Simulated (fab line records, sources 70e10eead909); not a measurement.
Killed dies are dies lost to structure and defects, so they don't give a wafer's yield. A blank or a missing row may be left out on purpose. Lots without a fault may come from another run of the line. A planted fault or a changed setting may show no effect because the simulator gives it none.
Which tool did it? | flow nand_harc | 14 lots, 41 wafers sampled, at 3 steps of a route of 1159

WHAT THE GAUGES READ, wafer by wafer
NHARC_A_ONON_D1_THK_MEAS_11: measures by ellipsometry.
lot  | measured     | on            | thk_nm (nm)
L178 | day 7 14:58  | film_metro-02 | 1018 1017 1018
L181 | day 8 11:07  | film_metro-02 | 991 993 992
L180 | day 8 11:01  | film_metro-01 | 1005 1004 1003
L182 | day 8 11:19  | film_metro-02 | 998 996 997
L185 | day 9 01:48  | film_metro-01 | 998 997 998
L184 | day 9 01:47  | film_metro-01 | 1005 1007 1003
L186 | day 9 17:22  | film_metro-01 | 993 994 994
L187 | day 10 00:42 | film_metro-02 | 1010 1007 1008
L188 | day 10 00:40 | film_metro-01 | 1009 1010 1010
L189 | day 10 12:40 | film_metro-01 | 996 994 996
L191 | day 10 19:08 | film_metro-02 | 995 994 994
L194 | day 11 07:25 | film_metro-02 | 897 993
L197 | day 12 05:11 | film_metro-01 | 897 895 991
L199 | day 12 19:29 | film_metro-01 | 1011 1012 1011

WHICH TOOL RAN EACH LOT (tool, then ch and the chambers of the sampled wafers, then the start)
lot  | NHARC_P_BONDPAD_ACTIVATE_29        | NHARC_A_ONON_D1_DEP_09
L178 | rie_diel-08 ch 0,1,3, day 6 14:20  | pecvd_onon-04 ch 0, day 7 14:37
L181 | rie_diel-08 ch 1,2,3, day 7 11:32  | pecvd_onon-03 ch 0, day 8 10:36
L180 | rie_diel-08 ch 1,2, day 7 12:19    | pecvd_onon-02 ch 0, day 8 10:37
L182 | rie_diel-08 ch 1,2,3, day 7 13:22  | pecvd_onon-04 ch 0, day 8 10:59
L185 | rie_diel-08 ch 1,2,3, day 7 20:21  | pecvd_onon-02 ch 0, day 9 01:17
L184 | rie_diel-08 ch 0,1, day 8 00:37    | pecvd_onon-03 ch 0, day 9 01:23
L186 | rie_diel-08 ch 1,2, day 8 13:55    | pecvd_onon-03 ch 0, day 9 17:01
L187 | rie_diel-08 ch 0,2,3, day 8 20:48  | pecvd_onon-03 ch 0, day 10 00:20
L188 | rie_diel-10 ch 0,1,3, day 8 21:51  | pecvd_onon-02 ch 0, day 10 00:08
L189 | rie_diel-08 ch 2,3, day 9 04:58    | pecvd_onon-04 ch 0, day 10 12:13
L191 | rie_diel-08 ch 2,3, day 9 20:28    | pecvd_onon-04 ch 0, day 10 18:38
L194 | rie_diel-08 ch 0,2, day 10 06:23   | pecvd_onon-03 ch 0, day 11 06:54
L197 | rie_diel-08 ch 0,1,3, day 11 03:51 | pecvd_onon-03 ch 0, day 12 04:40
L199 | rie_diel-08 ch 0,1,3, day 11 19:54 | pecvd_onon-02 ch 0, day 12 19:05
- NHARC_P_BONDPAD_ACTIVATE_29: chemistry N2, time 60 s.
- NHARC_A_ONON_D1_DEP_09: target thk 1000 nm.

WHAT THE TOOLS THEMSELVES READ (means of the sampled wafers that have a number; where no wafer has one, the mark that the record gives instead)
NHARC_P_BONDPAD_ACTIVATE_29.
lot  | tool        | drypump_motor_current_A (A) | oes_product_au (a.u.) | rf_vpp_V (V) | showerhead_plenum_p_Torr (Torr)
L178 | rie_diel-08 | 6.1                         | 0.989                 | 64.4         | 1.81
L181 | rie_diel-08 | 5.7                         | 1.001                 | 64.1         | 1.83
L180 | rie_diel-08 | 5.9                         | 1.010                 | 64.7         | 1.80
L182 | rie_diel-08 | 5.7                         | 0.995                 | 64.4         | 1.83
L185 | rie_diel-08 | 5.7                         | 1.005                 | 63.4         | 1.83
L184 | rie_diel-08 | 6.2                         | 0.995                 | 64.3         | 1.78
L186 | rie_diel-08 | 5.4                         | 1.003                 | 65.1         | 1.83
L187 | rie_diel-08 | 5.6                         | 0.999                 | 64.6         | 1.83
L188 | rie_diel-10 | 5.9                         | 1.004                 | 65.3         | 1.81
L189 | rie_diel-08 | 5.3                         | 0.998                 | 65.0         | 1.86
L191 | rie_diel-08 | 5.5                         | 0.995                 | 64.0         | 1.86
L194 | rie_diel-08 | 5.5                         | 1.007                 | 64.4         | 1.81
L197 | rie_diel-08 | 6.1                         | 0.994                 | 64.0         | 1.80
L199 | rie_diel-08 | 6.1                         | 0.992                 | 64.3         | 1.80

THE ANSWER, worked out from the rows above alone
Rule: what is usual is taken from the lots themselves. Put in order of their means at a reading, lots are off if they are a third of the lots or fewer, leave a main group of 4 or more, and stand apart from it by a gap of 3 or more times the standard deviation of the main group's means; of several such gaps the widest counts. A main group whose means are all the same, to the digits that the tables above print for the reading, isn't used. A lot without any number at a reading at which 4 lots or more have one is off too. The other lots that the step has rows for count as sound. The gauges are gone through in route order, then the tools' own readings, and for those a lot's mean is taken as printed above. The first step at which some lot is off is used, and at that step the reading that is off furthest; a lot without a number counts as furthest.
Off: L194, L197, at NHARC_A_ONON_D1_THK_MEAS_11 (thk_nm). The main group: mean 1002 nm, standard deviation 8.
A tool fits if, at a process step before that reading, it ran every lot that is off, and no sound lot after the first of them. The gauges at NHARC_A_ONON_D1_THK_MEAS_11 are tried like those tools. One fits: pecvd_onon-03 at NHARC_A_ONON_D1_DEP_09. Its last sound lot is L187 (day 10 00:20), its first lot that is off L194 (day 11 06:54): a fault that began between those two fits.

WHAT THE SIMULATOR HAD PUT IN
Process parameter drift: pecvd_onon-03, from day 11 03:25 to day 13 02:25, at NHARC_A_ONON_D1_DEP_09. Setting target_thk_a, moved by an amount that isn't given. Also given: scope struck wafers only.
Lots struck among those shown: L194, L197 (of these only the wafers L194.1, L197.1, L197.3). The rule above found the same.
